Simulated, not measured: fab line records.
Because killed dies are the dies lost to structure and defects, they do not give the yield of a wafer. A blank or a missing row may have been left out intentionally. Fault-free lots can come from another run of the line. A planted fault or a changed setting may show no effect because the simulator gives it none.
What tool caused it? :: flow nand harc :: 12 lots, 36 wafers sampled, at 3 steps of a route of 1159

WHAT THE GAUGES READ, wafer by wafer
NHARC_P_M1_INSPECT_27.
lot: L076
measured: day 6 08:49
on: defect inspect-02
raw defect count: 280 284 263

lot: L078
measured: day 6 21:51
on: defect inspect-02
raw defect count: 195 168 145

lot: L079
measured: day 7 05:00
on: defect inspect-02
raw defect count: 192 266 188

lot: L081
measured: day 8 00:52
on: defect inspect-02
raw defect count: 481 302 358

lot: L082
measured: day 8 05:53
on: defect inspect-01
raw defect count: 151 283 337

lot: L089
measured: day 9 07:44
on: defect inspect-01
raw defect count: 263 366 354

lot: L085
measured: day 9 09:44
on: defect inspect-01
raw defect count: 228 174 213

lot: L088
measured: day 10 04:48
on: defect inspect-01
raw defect count: 270 238 289

lot: L091
measured: day 10 14:40
on: defect inspect-01
raw defect count: 289 158 233

lot: L094
measured: day 11 00:03
on: defect inspect-01
raw defect count: 214 232 306

lot: L095
measured: day 11 08:34
on: defect inspect-02
raw defect count: 309 205 234

lot: L097
measured: day 11 14:58
on: defect inspect-02
raw defect count: 284 375 230

EACH LOT AND THE TOOL THAT RAN IT (in order: tool; ch and the chambers of the sampled wafers; start)
lot: L076
NHARC_P_CONTACT_PVD_32: pvd sputter-01, day 6 01:49 or earlier
NHARC_P_M0_PVD_21: pvd sputter-02, day 6 08:49 or earlier

lot: L078
NHARC_P_CONTACT_PVD_32: pvd sputter-01, day 6 15:08 or earlier
NHARC_P_M0_PVD_21: pvd sputter-01, day 6 21:51 or earlier

lot: L079
NHARC_P_CONTACT_PVD_32: pvd sputter-02, day 6 22:25 or earlier
NHARC_P_M0_PVD_21: pvd sputter-01, day 7 05:00 or earlier

lot: L081
NHARC_P_CONTACT_PVD_32: pvd sputter-03, day 7 17:55 or earlier
NHARC_P_M0_PVD_21: pvd sputter-02, day 8 00:52 or earlier

lot: L082
NHARC_P_CONTACT_PVD_32: pvd sputter-03, day 7 23:10 or earlier
NHARC_P_M0_PVD_21: pvd sputter-03, day 8 05:53 or earlier

lot: L089
NHARC_P_CONTACT_PVD_32: pvd sputter-01, day 9 01:04 or earlier
NHARC_P_M0_PVD_21: pvd sputter-01, day 9 07:44 or earlier

lot: L085
NHARC_P_CONTACT_PVD_32: pvd sputter-03, day 9 02:53 or earlier
NHARC_P_M0_PVD_21: pvd sputter-01, day 9 09:44 or earlier

lot: L088
NHARC_P_CONTACT_PVD_32: pvd sputter-01, day 9 21:52 or earlier
NHARC_P_M0_PVD_21: pvd sputter-02, day 10 04:48 or earlier

lot: L091
NHARC_P_CONTACT_PVD_32: pvd sputter-02, day 10 07:50 or earlier
NHARC_P_M0_PVD_21: pvd sputter-03, day 10 14:40 or earlier

lot: L094
NHARC_P_CONTACT_PVD_32: pvd sputter-01, day 10 16:20 or earlier
NHARC_P_M0_PVD_21: pvd sputter-01, day 11 00:03 or earlier

lot: L095
NHARC_P_CONTACT_PVD_32: pvd sputter-01, day 11 01:43 or earlier
NHARC_P_M0_PVD_21: pvd sputter-03, day 11 08:34 or earlier

lot: L097
NHARC_P_CONTACT_PVD_32: pvd sputter-02, day 11 07:37 or earlier
NHARC_P_M0_PVD_21: pvd sputter-03, day 11 14:58 or earlier
- NHARC_P_CONTACT_PVD_32: deposits Ti, target thk 5 nm, time 17.7 s.
- NHARC_P_M0_PVD_21: deposits Cu, target thk 30 nm, time 20.49 s.

THE ANSWER, worked out from the rows above alone
Rule: what is usual is taken from the lots themselves. Put in order of their means at a reading, lots are off if they are a third of the lots or fewer, leave a main group of 4 or more, and stand apart from it by a gap of 3 or more times the standard deviation of the main group's means; of several such gaps the widest counts. The tables above print the reading to a certain number of digits; a main group whose means all agree to those digits is not used. A lot without any number at a reading at which 4 lots or more have one is off too. Any other lot the step has rows for is counted as sound.
Nothing can be told from this: no lot is off at any reading shown.

WHAT THE SIMULATOR PUT IN
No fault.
